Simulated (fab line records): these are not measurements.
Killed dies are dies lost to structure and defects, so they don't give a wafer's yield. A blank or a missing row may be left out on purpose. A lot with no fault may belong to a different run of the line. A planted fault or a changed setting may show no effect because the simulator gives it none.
A lot that was struck, set against a sound lot || flow nand-harc || 15 steps out of a route of 1159
Sound: these wafers, L228.2, L228.4, L228.6. The struck wafers were L240.3, L240.5, L240.6. At the end, the cause is stated.
Order at every step that has rows: each side's tool, ch and its chambers, its first start. Under that, the readings that differ: sound wafers || struck wafers || difference of the means || sigmas: that difference in standard deviations of wafers without a fault.
alike: words and numbers the same on both sides, and readings whose means are apart by under 2 such deviations; not compared: readings that were withheld, readings missing a value for some wafer, numbers with overlapping values and no deviation given by the record, and bounds like >300 which may hide the same value.
Wherever a step has rows on one side only, a row that says differs or no value, or a row with sigmas, the two part there. Numbers that have no deviation but don't overlap get no sigmas and don't part them. Lack of a reading on every wafer of one side parts them only where that side has two or more wafers.

NHARC_A_M1_PVD_20: deposits TaN, target thk 5 nm, time 8.06 s.
  sound on pvd-sputter-02; struck on pvd-sputter-01
  alike: throttle-valve-pct
NHARC_A_M1_PVD_21: deposits Cu, target thk 30 nm, time 20.49 s.
  sound on pvd-sputter-02; struck on pvd-sputter-01
  alike: throttle-valve-pct
then, 3 steps without rows for these wafers: NHARC_A_M1_ECD_22 (material Cu, target thk 400 nm); NHARC_A_M1_ANNEAL_31 (time 90 s); NHARC_A_M1_CMP_23 (polishes, t overpolish 20 s, target thk 154.34 nm).
NHARC_A_M1_THK_MEAS_24: measures by xrf.
  sound on film-metro-01 at day 18 04:04; struck on film-metro-01 at day 22 08:43
  alike: thk-nm
next, for these wafers, 1 step has no rows: NHARC_A_M1_SRD_25.
NHARC_A_M1_INSPECT_27:
  sound on defect-inspect-02 at day 18 04:13; struck on defect-inspect-02 at day 22 08:52
  alike: raw-defect-count
NHARC_A_M1_PRE_CLEAN_32: time 12 s.
  sound on pecvd-02 ch 0,2, day 18 04:18; struck on pecvd-01 ch 0,1, day 22 08:56
  alike: heater-power-w
  not compared: since-wet-clean-h
NHARC_A_M1_DEP_33: deposits SiCN, target thk 30 nm.
  sound on pecvd-02 ch 0,2, day 18 04:25; struck on pecvd-01 ch 0,1, day 22 09:01
{"reading": "showerhead-vpp-V (V)", "sound": "1446 1458 1372", "struck": "1228 1250 1286", "difference": -171, "sigmas": -3}
  alike: heater-power-w
  not compared: since-wet-clean-h
NHARC_A_BONDPAD_DEP_00: deposits SiCN, target thk 250 nm.
  sound on pecvd-02 ch 0,1; struck on pecvd-03 ch 1,2, day 22 09:40
  alike: heater-power-w, showerhead-vpp-V
  not compared: since-wet-clean-h
NHARC_A_BONDPAD_CMP_29: polishes SiCN, target thk 200 nm.
  sound on cmp-01 ch 0,2,3, day 18 05:23; struck on cmp-01 ch 0,1, day 22 09:59
  no value came back on the struck wafers for edge-zone-pressure-frac, motor-current-A (A); on the sound wafers edge-zone-pressure-frac reads 1.003 1.001 0.990
NHARC_A_BONDPAD_THK_MEAS_30: measures by ellipsometry.
  sound on film-metro-02 at day 18 05:35; struck on film-metro-01 at day 22 10:14
{"reading": "thk-nm (nm)", "sound": "200.0 202.5 200.4", "struck": "251.0 250.6 253.4", "difference": "+50.7", "sigmas": "+30"}
next, for these wafers, 1 step has no rows: NHARC_A_BONDPAD_SRD_31.
NHARC_END_SORT_01:
  sound on prober-02 ch 0, day 19 22:05; struck on prober-02 ch 0, day 23 23:07
{"reading": "defect-limited-yield (%)", "sound": "95.9 96.5 94.2", "struck": "0 0 0", "difference": -96, "sigmas": -60}
{"reading": "killed-at-array", "sound": "26 22 27", "struck": "667 669 671", "difference": "+644", "sigmas": "+64"}
{"reading": "killed-dies", "sound": "28 24 39", "struck": "677 677 677", "difference": "+647", "sigmas": "+59"}
{"reading": "sort_bin_2_pct (%)", "sound": "1.6 0.7 1.8", "struck": "96.0 96.2 96.8", "difference": "+95.0", "sigmas": "+99 or more"}
{"reading": "sort-n-pass", "sound": "649 653 638", "struck": "0 0 0", "difference": -647, "sigmas": -59}
{"reading": "sort-rim-yield-pct (%)", "sound": "96.2 99.1 94.3", "struck": "0 0 0", "difference": -97, "sigmas": -46}
{"reading": "sort-yield-pct (%)", "sound": "95.9 96.5 94.2", "struck": "0 0 0", "difference": -96, "sigmas": -60}
  alike: killed-at-other, killed-at-periphery, killed-open, killed-short, sort_bin_3_pct, sort_bin_4_pct

WHERE THEY PART
First at NHARC_A_M1_DEP_33; last, within this record, at NHARC_END_SORT_01.

WHY: what had been put in by the simulator
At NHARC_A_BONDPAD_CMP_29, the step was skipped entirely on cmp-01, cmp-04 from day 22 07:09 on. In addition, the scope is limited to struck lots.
